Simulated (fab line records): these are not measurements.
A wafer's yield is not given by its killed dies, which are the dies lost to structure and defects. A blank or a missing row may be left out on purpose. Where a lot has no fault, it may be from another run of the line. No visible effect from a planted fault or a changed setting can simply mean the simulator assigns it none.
What tool caused it?	flow nandHarc	route of 1159 steps, sampled at 1 step: 24 lots, 72 wafers

WHAT EACH GAUGE READ, for each wafer
NHARC_A_CHANNEL_HOLE_D1_CD_MEAS_18. Usual: cdNm reads 99.1 nm (standard deviation 2.4).
lot	measured	on	cdNm (nm)	flag
L076	day 8 21:00	cdSem-02	99.8 100.6 102.9	
L074	day 8 21:34	cdSem-02	101.6 96.5 100.1	
L075	day 8 22:55	cdSem-01	98.0 96.8 100.7	
L077	day 8 23:07	cdSem-03	97.6 100.9 96.1	
L078	day 9 08:47	cdSem-03	96.7 96.7 101.3	
L079	day 9 08:56	cdSem-01	98.5 101.5 100.8	
L080	day 9 15:22	cdSem-03	97.9 99.4 98.5	
L081	day 9 16:05	cdSem-02	99.0 95.4 97.9	
L082	day 10 14:40	cdSem-01	101.7 101.7 102.3	
L085	day 10 15:07	cdSem-01	99.0 98.3 103.5	
L083	day 10 16:38	cdSem-01	101.8 99.8 96.9	
L084	day 10 19:55	cdSem-03	99.7 100.0 100.3	
L086	day 11 13:26	cdSem-01	96.7 98.9 97.6	
L087	day 11 13:53	cdSem-01	98.1 99.0 96.4	
L088	day 11 18:05	cdSem-01	102.9 98.9 98.0	
L089	day 12 03:02	cdSem-02	101.1 100.1 101.9	
L090	day 12 03:24	cdSem-01	96.1 99.1 97.5	
L093	day 13 00:53	cdSem-01	98.6 103.9 100.0	
L092	day 13 02:03	cdSem-03	101.9 104.2 99.9	
L091	day 13 02:32	cdSem-03	101.0 101.2 103.9	
L094	day 13 02:48	cdSem-02	97.4 97.5 97.4	
L095	day 13 08:55	cdSem-03	97.5 101.4 94.8	
L096	day 13 16:49	cdSem-01	99.5 96.1 96.7	
L097	day 14 12:37	cdSem-01	103.9 98.7 102.5	

WHAT TOOL EACH LOT RAN ON (gives the tool, then ch and the chambers of the sampled wafers, and finally the start)
No process step before these readings appears in the record.

AS READ BY THE TOOLS THEMSELVES (means over the sampled wafers that have a number; for cases with no such wafer, the mark the record gives instead)
The record holds no such reading with a usual standard deviation.

THE ANSWER, worked out from the rows above alone
Rule: take the mean of a lot's wafers that have a number; if it is more than 3 standard deviations from the usual mean, the lot is off. Also off: a lot with no number at a reading for which 4 or more lots have one. Any other lot the step has rows for is counted as sound. After the gauges, taken in route order, come the tools' own readings; for these a lot's mean is taken, as printed above. The first step at which some lot is off is used, and at that step the reading that is off furthest; a lot without a number counts as furthest.
No lot is off at any reading shown: from this, nothing can be told.

WHAT WAS PUT IN BY THE SIMULATOR
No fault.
